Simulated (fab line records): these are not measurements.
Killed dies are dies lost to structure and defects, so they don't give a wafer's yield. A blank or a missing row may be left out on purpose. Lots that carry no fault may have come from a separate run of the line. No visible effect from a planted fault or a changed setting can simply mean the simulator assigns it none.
Chamber matching / flow n5 finfet / N5_BEOL_M1_STRIP_19 on rie diel-04: 4 sister chambers
The step strips in O2. 18 wafers are shown with their chamber, then 9 later ones without.

## WAFERS WITH THEIR CHAMBER
wafer=L074.2; chamber=3; drypump motor current A (A)=5.8; oes product au (a.u.)=0.74; showerhead plenum p Torr (Torr)=2.20
wafer=L074.4; chamber=0; drypump motor current A (A)=5.6; oes product au (a.u.)=0.97; showerhead plenum p Torr (Torr)=2.14
wafer=L074.5; chamber=0; drypump motor current A (A)=5.6; oes product au (a.u.)=0.97; showerhead plenum p Torr (Torr)=2.14
wafer=L075.3; chamber=3; drypump motor current A (A)=5.8; oes product au (a.u.)=0.73; showerhead plenum p Torr (Torr)=2.19
wafer=L075.5; chamber=0; drypump motor current A (A)=5.6; oes product au (a.u.)=0.98; showerhead plenum p Torr (Torr)=2.14
wafer=L075.6; chamber=3; drypump motor current A (A)=5.9; oes product au (a.u.)=0.74; showerhead plenum p Torr (Torr)=2.20
wafer=L079.2; chamber=0; drypump motor current A (A)=5.6; oes product au (a.u.)=0.95; showerhead plenum p Torr (Torr)=2.13
wafer=L079.3; chamber=3; drypump motor current A (A)=5.9; oes product au (a.u.)=0.74; showerhead plenum p Torr (Torr)=2.19
wafer=L079.4; chamber=1; drypump motor current A (A)=5.3; oes product au (a.u.)=0.75; showerhead plenum p Torr (Torr)=2.11
wafer=L080.2; chamber=0; drypump motor current A (A)=5.6; oes product au (a.u.)=0.95; showerhead plenum p Torr (Torr)=2.13
wafer=L080.4; chamber=2; drypump motor current A (A)=5.2; oes product au (a.u.)=0.87; showerhead plenum p Torr (Torr)=2.15
wafer=L080.6; chamber=3; drypump motor current A (A)=5.8; oes product au (a.u.)=0.73; showerhead plenum p Torr (Torr)=2.19
wafer=L081.1; chamber=2; drypump motor current A (A)=5.2; oes product au (a.u.)=0.87; showerhead plenum p Torr (Torr)=2.15
wafer=L081.4; chamber=0; drypump motor current A (A)=5.6; oes product au (a.u.)=0.94; showerhead plenum p Torr (Torr)=2.13
wafer=L081.6; chamber=1; drypump motor current A (A)=5.3; oes product au (a.u.)=0.76; showerhead plenum p Torr (Torr)=2.11
wafer=L088.1; chamber=1; drypump motor current A (A)=5.3; oes product au (a.u.)=0.74; showerhead plenum p Torr (Torr)=2.11
wafer=L088.2; chamber=0; drypump motor current A (A)=5.6; oes product au (a.u.)=0.92; showerhead plenum p Torr (Torr)=2.13
wafer=L088.3; chamber=2; drypump motor current A (A)=5.2; oes product au (a.u.)=0.85; showerhead plenum p Torr (Torr)=2.14

SIGNATURES, as means of the wafers listed above
reading=drypump motor current A; chamber 0=5.600; chamber 1=5.300; chamber 2=5.200; chamber 3=5.840; scatter within a chamber=0.0293
reading=oes product au; chamber 0=0.9543; chamber 1=0.7500; chamber 2=0.8633; chamber 3=0.7360; scatter within a chamber=0.015
reading=showerhead plenum p Torr; chamber 0=2.1343; chamber 1=2.1100; chamber 2=2.1467; chamber 3=2.1940; scatter within a chamber=0.00506
Rule: a wafer lies at a distance from a chamber equal to the root of the sum of squares, over the readings, of (its reading less the chamber's mean, divided by the reading's scatter). The wafer belongs to the nearest chamber; if the next one is less than 2 further off, it can't be placed. How the scatter is found: for the shown wafers, subtract from each reading the mean of its chamber, square and add these, divide the total by (wafers less chambers), then take the root.

## WAFERS MISSING THEIR CHAMBER
wafer=L090.2; drypump motor current A (A)=5.3; oes product au (a.u.)=0.74; showerhead plenum p Torr (Torr)=2.11
wafer=L090.3; drypump motor current A (A)=5.2; oes product au (a.u.)=0.86; showerhead plenum p Torr (Torr)=2.14
wafer=L090.6; drypump motor current A (A)=5.8; oes product au (a.u.)=0.73; showerhead plenum p Torr (Torr)=2.19
wafer=L091.2; drypump motor current A (A)=5.8; oes product au (a.u.)=0.71; showerhead plenum p Torr (Torr)=2.18
wafer=L091.3; drypump motor current A (A)=5.2; oes product au (a.u.)=0.85; showerhead plenum p Torr (Torr)=2.14
wafer=L091.6; drypump motor current A (A)=5.8; oes product au (a.u.)=0.72; showerhead plenum p Torr (Torr)=2.18
wafer=L095.1; drypump motor current A (A)=5.8; oes product au (a.u.)=0.72; showerhead plenum p Torr (Torr)=2.18
wafer=L095.3; drypump motor current A (A)=5.2; oes product au (a.u.)=0.83; showerhead plenum p Torr (Torr)=2.14
wafer=L095.4; drypump motor current A (A)=5.6; oes product au (a.u.)=0.88; showerhead plenum p Torr (Torr)=2.12

## EACH ONE'S CHAMBER
wafer=L090.2; from the rows above=1; in truth=1
wafer=L090.3; from the rows above=2; in truth=2
wafer=L090.6; from the rows above=3; in truth=3
wafer=L091.2; from the rows above=3; in truth=3
wafer=L091.3; from the rows above=2; in truth=2
wafer=L091.6; from the rows above=3; in truth=3
wafer=L095.1; from the rows above=3; in truth=3
wafer=L095.3; from the rows above=2; in truth=2
wafer=L095.4; from the rows above=0; in truth=0
Placed correctly: 9 of 9. Can't be placed from these rows: 0. Number placed wrongly: 0.
